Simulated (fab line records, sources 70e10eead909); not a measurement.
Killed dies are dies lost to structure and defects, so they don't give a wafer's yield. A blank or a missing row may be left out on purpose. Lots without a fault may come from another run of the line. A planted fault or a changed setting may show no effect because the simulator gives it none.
Which tool did it? | flow nand_harc | 13 lots, 39 wafers sampled, at 5 steps of a route of 1302

WHAT THE GAUGES READ, wafer by wafer
NHARC_A_ONON_D2_THK_MEAS_34: measures by ellipsometry. Usual: thk_nm 199.3 nm, standard deviation 2.8.
lot  | measured     | on            | thk_nm (nm)       | flag
L227 | day 13 21:29 | film_metro-02 | 196.5 202.1 198.8 |
L232 | day 15 09:04 | film_metro-01 | 198.9 194.6 195.1 |
L230 | day 15 09:04 | film_metro-01 | 197.9 197.9 203.2 |
L231 | day 15 14:38 | film_metro-01 | 200.5 194.8 201.9 |
L234 | day 16 02:29 | film_metro-01 | 199.1 202.3 201.5 |
L233 | day 16 02:29 | film_metro-01 | 197.0 199.3 199.5 |
L235 | day 16 14:05 | film_metro-01 | 198.4 196.1 200.7 |
L243 | day 19 15:44 | film_metro-02 | 197.9 200.2 201.0 |
L242 | day 19 15:45 | film_metro-01 | 196.5 202.0 205.7 |
L244 | day 20 06:45 | film_metro-01 | 198.1 204.0 203.8 |
L245 | day 21 23:11 | film_metro-02 | 198.8 198.2 200.9 |
L247 | day 22 08:45 | film_metro-01 | 198.5 201.8 204.2 |
L249 | day 23 11:09 | film_metro-01 | 196.3 201.3 198.4 |

NHARC_A_CHANNEL_HOLE_D2_OVL_MEAS_11. Usual: overlay_x_nm 0.0 nm, standard deviation 0.88; overlay_y_nm -0.1 nm, standard deviation 0.83.
lot  | measured     | on         | overlay_x_nm (nm) | overlay_y_nm (nm) | flag
L227 | day 14 01:20 | overlay-02 | -1.2 -1.5 -1.6    | -1.9 -1.3 -1.7    |
L232 | day 15 11:59 | overlay-01 | -1.1 -1.1 -1.2    | -0.5 -0.4 -0.4    |
L230 | day 15 12:08 | overlay-02 | 0.0 1.0 0.7       | -0.1 -0.2 -0.2    |
L231 | day 15 17:31 | overlay-02 | 1.9 1.4 1.7       | -0.6 -0.5 -0.5    |
L234 | day 16 05:29 | overlay-01 | -1.0 -1.6 -0.9    | 1.1 0.7 0.1       |
L233 | day 16 05:20 | overlay-02 | -0.7 -0.9 -0.9    | -0.3 -0.2 0.1     |
L235 | day 17 06:49 | overlay-02 | 1.1 0.7 0.9       | -2.0 -1.7 -1.8    |
L243 | day 19 23:14 | overlay-01 | 0.2 0.0 0.1       | 0.7 0.6 0.9       |
L242 | day 20 00:07 | overlay-01 | -0.2 -0.1 0.2     | -1.2 -1.6 -0.8    |
L244 | day 20 09:41 | overlay-02 | 0.7 0.2 0.6       | 0.2 0.4 0.4       |
L245 | day 22 01:56 | overlay-02 | 0.3 0.7 0.9       | 0.2 -0.7 0.3      |
L247 | day 22 16:24 | overlay-02 | 0.2 -0.1 0.0      | 0.6 0.8 0.7       |
L249 | day 23 14:02 | overlay-02 | 1.0 0.8 1.0       | -0.5 -1.1 -1.4    |

NHARC_END_SORT_01. Usual: killed_at_array 56, standard deviation 21; killed_at_other 0.8, standard deviation 1; killed_at_periphery 3.6, standard deviation 2.8; killed_dies 60, standard deviation 20; killed_open 3.2, standard deviation 1.9; killed_short 2.4, standard deviation 1.6.
lot  | measured     | on        | killed_at_array | killed_at_other | killed_at_periphery | killed_dies | killed_open | killed_short | flag
L234 | day 27 22:59 | prober-01 | 52 56 54        | 0 3 0           | 2 0 0               | 54 59 54    | 0 1 1       | 5 5 3        |
L243 | day 31 05:50 | prober-01 | 44 49 44        | 0 1 0           | 1 2 6               | 45 52 50    | 2 5 3       | 3 1 5        |
L244 | day 31 21:26 | prober-01 | 33 28 23        | 0 0 0           | 2 7 7               | 35 35 30    | 2 5 3       | 3 1 2        |

WHICH TOOL RAN EACH LOT (tool, then ch and the chambers of the sampled wafers, then the start)
lot  | NHARC_A_CHANNEL_HOLE_D2_SOFTBAKE_05 | NHARC_A_CHANNEL_HOLE_D2_ETCH_39
L227 | litho_track-06 ch 0, day 14 00:00   | rie_diel-05 ch 0,1,3, no start
L232 | litho_track-01 ch 0, day 15 11:00   | rie_diel-10 ch 1,2,3, no start
L230 | litho_track-04 ch 0, day 15 11:00   | rie_diel-10 ch 0,1,3, no start
L231 | litho_track-04 ch 0, day 15 16:00   | rie_diel-10 ch 0,2,3, no start
L234 | litho_track-04 ch 0, day 16 04:00   | rie_diel-05 ch 0,2, day 27 22:59 or earlier
L233 | litho_track-01 ch 0, day 16 04:00   | rie_diel-10 ch 0,1, no start
L235 | litho_track-04 ch 0, day 17 06:00   | rie_diel-10 ch 0,2,3, no start
L243 | litho_track-01 ch 0, day 19 22:00   | rie_diel-10 ch 0,2,3, day 31 05:50 or earlier
L242 | litho_track-01 ch 0, day 19 23:00   | rie_diel-02 ch 0,1,2, no start
L244 | litho_track-01 ch 0, day 20 09:00   | rie_diel-02 ch 1,2, day 31 21:26 or earlier
L245 | litho_track-04 ch 0, day 22 01:00   | rie_diel-02 ch 0,1, no start
L247 | litho_track-01 ch 0, day 22 15:00   | rie_diel-05 ch 0,1,3, no start
L249 | litho_track-04 ch 0, day 23 13:00   | rie_diel-05 ch 0,1,3, no start
- NHARC_A_CHANNEL_HOLE_D2_SOFTBAKE_05: time 55 s.
- NHARC_A_CHANNEL_HOLE_D2_ETCH_39: etches the open film in N2/H2, target depth 260 nm, time 325 s.

WHAT THE TOOLS THEMSELVES READ (means of the sampled wafers that have a number; where no wafer has one, the mark that the record gives instead)
NHARC_A_CHANNEL_HOLE_D2_SOFTBAKE_05. Usual: heater_power_total_W 188.43 W, standard deviation 0.13.
lot  | tool           | heater_power_total_W (W) | flag
L227 | litho_track-06 | 188.42                   |
L232 | litho_track-01 | 188.50                   |
L230 | litho_track-04 | 188.36                   |
L231 | litho_track-04 | 188.39                   |
L234 | litho_track-04 | 168.97                   | OFF
L233 | litho_track-01 | 188.43                   |
L235 | litho_track-04 | 169.01                   | OFF
L243 | litho_track-01 | 188.42                   |
L242 | litho_track-01 | 188.31                   |
L244 | litho_track-01 | 188.41                   |
L245 | litho_track-04 | 188.60                   |
L247 | litho_track-01 | 188.44                   |
L249 | litho_track-04 | 188.48                   |

NHARC_A_CHANNEL_HOLE_D2_ETCH_39. Usual: drypump_motor_current_A 5.7 A, standard deviation 0.53; oes_product_au 0.998 a.u., standard deviation 0.0084; rf_vpp_V 430.2 V, standard deviation 2.4; showerhead_plenum_p_Torr 2.03 Torr, standard deviation 0.079; throttle_valve_pct 14.171 %, standard deviation 0.0089.
lot  | tool        | drypump_motor_current_A (A) | oes_product_au (a.u.) | rf_vpp_V (V) | showerhead_plenum_p_Torr (Torr) | throttle_valve_pct (%) | flag
L227 | rie_diel-05 | 5.5                         | 0.996                 | 431.1        | 2.05                            | 14.164                 |
L232 | rie_diel-10 | 6.0                         | 0.998                 | 429.4        | 2.01                            | 14.167                 |
L230 | rie_diel-10 | 5.8                         | 1.007                 | 428.2        | 1.98                            | 14.166                 |
L231 | rie_diel-10 | 6.2                         | 0.994                 | 429.2        | 1.97                            | 14.180                 |
L234 | rie_diel-05 | 5.6                         | 0.999                 | 431.9        | 2.09                            | 14.174                 |
L233 | rie_diel-10 | 5.5                         | 1.002                 | 429.5        | 2.00                            | 14.174                 |
L235 | rie_diel-10 | 6.2                         | 1.001                 | 428.2        | 1.96                            | 14.168                 |
L243 | rie_diel-10 | 6.2                         | 1.005                 | 429.1        | 1.96                            | 14.172                 |
L242 | rie_diel-02 | 5.6                         | 0.995                 | 430.1        | 2.05                            | 14.166                 |
L244 | rie_diel-02 | 5.9                         | 0.993                 | 431.8        | 2.09                            | 14.170                 |
L245 | rie_diel-02 | 5.3                         | 1.001                 | 428.7        | 2.01                            | 14.170                 |
L247 | rie_diel-05 | 5.4                         | 1.002                 | 430.8        | 2.05                            | 14.175                 |
L249 | rie_diel-05 | 5.4                         | 0.995                 | 430.7        | 2.05                            | 14.166                 |

THE ANSWER, worked out from the rows above alone
Rule: a lot is off if the mean of its wafers that have a number lies more than 3 standard deviations from the usual mean. A lot without any number at a reading at which 4 lots or more have one is off too. The other lots that the step has rows for count as sound. The gauges are gone through in route order, then the tools' own readings, and for those a lot's mean is taken as printed above. The first step at which some lot is off is used, and at that step the reading that is off furthest; a lot without a number counts as furthest.
Off: L234, L235, at NHARC_A_CHANNEL_HOLE_D2_SOFTBAKE_05 (heater_power_total_W).
A tool fits if, at that step or a process step before it, it ran every lot that is off, and no sound lot after the first of them. None of those tried fits.

WHAT THE SIMULATOR HAD PUT IN
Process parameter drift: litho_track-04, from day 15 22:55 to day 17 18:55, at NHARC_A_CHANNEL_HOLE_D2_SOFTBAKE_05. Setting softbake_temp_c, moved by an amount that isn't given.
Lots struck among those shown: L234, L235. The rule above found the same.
